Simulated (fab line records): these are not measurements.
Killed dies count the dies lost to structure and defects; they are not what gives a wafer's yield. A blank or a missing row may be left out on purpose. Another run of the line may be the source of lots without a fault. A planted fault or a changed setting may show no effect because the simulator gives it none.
Split-lot trial / flow n5-finfet / on a route of 1938 steps: 7 lots, 21 wafers read

THE SPLIT ITSELF
At N5_BEOL_M1_EXPOSE_08 (exposes mask M1), the setting dose-mj was moved away from the recipe's 33 on 7 of the 21 wafers read, by -6.5% to +7.2%. This setting was run at the recipe's value on the other wafers.

FROM THE SPLIT TO THE READING: what the file shows between them, 2 steps
- N5_BEOL_M1_PEB_09: peb time 60 s
- N5_BEOL_M1_DEVELOP_10: develop time 30 s

THE READING
At N5_BEOL_M1_CD_MEAS_11: cd-nm in nanometres, against a target cd of 17.05 nm. Fault-free wafers of this fab line usually give 17.07 nm, standard deviation 0.23 nm.

wafer=L076.1; tool, chamber at the split=euv-scanner-01, 0; dose-mj as run=35.37; against the recipe=+7.2%; cd-nm, nm=18.27; against lot-mates on the recipe=+1.14
wafer=L076.4; tool, chamber at the split=euv-scanner-01, 0; dose-mj as run=35.37; against the recipe=+7.2%; cd-nm, nm=18.58; against lot-mates on the recipe=+1.45
wafer=L076.5; tool, chamber at the split=euv-scanner-01, 0; dose-mj as run=33; against the recipe=recipe; cd-nm, nm=17.13; against lot-mates on the recipe=-
wafer=L080.1; tool, chamber at the split=euv-scanner-02, 0; dose-mj as run=33; against the recipe=recipe; cd-nm, nm=16.55; against lot-mates on the recipe=-
wafer=L080.2; tool, chamber at the split=euv-scanner-02, 0; dose-mj as run=33; against the recipe=recipe; cd-nm, nm=17.15; against lot-mates on the recipe=-
wafer=L080.4; tool, chamber at the split=euv-scanner-02, 0; dose-mj as run=33; against the recipe=recipe; cd-nm, nm=17.07; against lot-mates on the recipe=-
wafer=L081.3; tool, chamber at the split=euv-scanner-01, 0; dose-mj as run=30.85; against the recipe=-6.5%; cd-nm, nm=15.23; against lot-mates on the recipe=-1.50
wafer=L081.4; tool, chamber at the split=euv-scanner-01, 0; dose-mj as run=33; against the recipe=recipe; cd-nm, nm=16.93; against lot-mates on the recipe=-
wafer=L081.5; tool, chamber at the split=euv-scanner-01, 0; dose-mj as run=33; against the recipe=recipe; cd-nm, nm=16.52; against lot-mates on the recipe=-
wafer=L090.4; tool, chamber at the split=euv-scanner-01, 0; dose-mj as run=33; against the recipe=recipe; cd-nm, nm=16.96; against lot-mates on the recipe=-
wafer=L090.5; tool, chamber at the split=euv-scanner-01, 0; dose-mj as run=33; against the recipe=recipe; cd-nm, nm=17.28; against lot-mates on the recipe=-
wafer=L090.6; tool, chamber at the split=euv-scanner-01, 0; dose-mj as run=33; against the recipe=recipe; cd-nm, nm=16.90; against lot-mates on the recipe=-
wafer=L091.2; tool, chamber at the split=euv-scanner-01, 0; dose-mj as run=33; against the recipe=recipe; cd-nm, nm=16.97; against lot-mates on the recipe=-
wafer=L091.3; tool, chamber at the split=euv-scanner-01, 0; dose-mj as run=33; against the recipe=recipe; cd-nm, nm=16.55; against lot-mates on the recipe=-
wafer=L091.6; tool, chamber at the split=euv-scanner-01, 0; dose-mj as run=33.97; against the recipe=+2.9%; cd-nm, nm=17.60; against lot-mates on the recipe=+0.84
wafer=L092.2; tool, chamber at the split=euv-scanner-01, 0; dose-mj as run=32.15; against the recipe=-2.6%; cd-nm, nm=16.81; against lot-mates on the recipe=-0.13
wafer=L092.4; tool, chamber at the split=euv-scanner-01, 0; dose-mj as run=33; against the recipe=recipe; cd-nm, nm=17.03; against lot-mates on the recipe=-
wafer=L092.5; tool, chamber at the split=euv-scanner-01, 0; dose-mj as run=33; against the recipe=recipe; cd-nm, nm=16.84; against lot-mates on the recipe=-
wafer=L097.2; tool, chamber at the split=euv-scanner-01, 0; dose-mj as run=33; against the recipe=recipe; cd-nm, nm=17.18; against lot-mates on the recipe=-
wafer=L097.3; tool, chamber at the split=euv-scanner-01, 0; dose-mj as run=35.25; against the recipe=+6.8%; cd-nm, nm=18.90; against lot-mates on the recipe=+1.72
wafer=L097.4; tool, chamber at the split=euv-scanner-01, 0; dose-mj as run=35.25; against the recipe=+6.8%; cd-nm, nm=18.47; against lot-mates on the recipe=+1.29

THE FIT
A straight line over all 21 wafers: cd-nm changes by +0.23 nm for each +1% of dose-mj; r = +0.95; the points scatter about the line by 0.26 nm.
The same after taking each lot's own level away (the mean of its wafers on the recipe; 21 wafers): +0.202 nm for each +1%; r = +0.95; scatter 0.22 nm.
On that fit, the largest move of dose-mj shifts the reading by 1.4 nm.
The span of the lots' own levels, 16.725 to 17.180 nm, comes to 2.0 times the standard deviation stated above.
Hence the slope depends on the lot-to-lot level, as the two fits are not the same.
Check: with one of the wafers moved furthest among these (+7.2%) left out of the fit, the line predicts +1.56 nm for it against its lot-mates. It came out at +1.14 nm against them.

OTHER SPLITS APPLIED TO THESE WAFERS
Note: prior to the reading, these wafers also went through further splits. Each is held against what the fit with the lots' levels taken away leaves over:
other split on the same wafers=N5_MOL_CONTACT_COAG_EXPOSE_05 dose-mj; wafers away from the commonest value=8; r with cd-nm (lot level and that fit taken away)=+0.23
other split on the same wafers=N5_MOL_CONTACT_COAG_EXPOSE_37 dose-mj; wafers away from the commonest value=5; r with cd-nm (lot level and that fit taken away)=-0.09
other split on the same wafers=N5_BEOL_M0_SAQP_ETCH_107 bias-w; wafers away from the commonest value=8; r with cd-nm (lot level and that fit taken away)=+0.25
other split on the same wafers=N5_BEOL_M0_TRENCH_ETCH_107 target-depth-a; wafers away from the commonest value=6; r with cd-nm (lot level and that fit taken away)=+0.06

THE WHOLE CHAIN: every reading that the file lists as answering this split, in the file's order
step=N5_BEOL_M1_CD_MEAS_11; what it does=target cd 17.05 nm; reading=cd-nm; change (the file's fit)=+0.206 nm for each +1% of the setting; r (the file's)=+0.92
step=N5_BEOL_M1_ETCH_74; what it does=etches underlayer in N2/H2, target depth 6.5 nm, time 5.2 s; reading=BEOL_M1.cd-offset-nm (the simulator's own value, which no gauge read); change (the file's fit)=+0.175 nm for each +1% of the setting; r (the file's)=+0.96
step=N5_BEOL_M1_ETCH_63; what it does=etches SiARC in CF4, target depth 15.6 nm, time 26 s; reading=BEOL_M1.cd-offset-nm (the simulator's own value, which no gauge read); change (the file's fit)=+0.183 nm for each +1% of the setting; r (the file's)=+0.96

THE FILE'S OWN FIT
cd-nm changes by +0.206 nm for each +1% of dose-mj, r = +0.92.
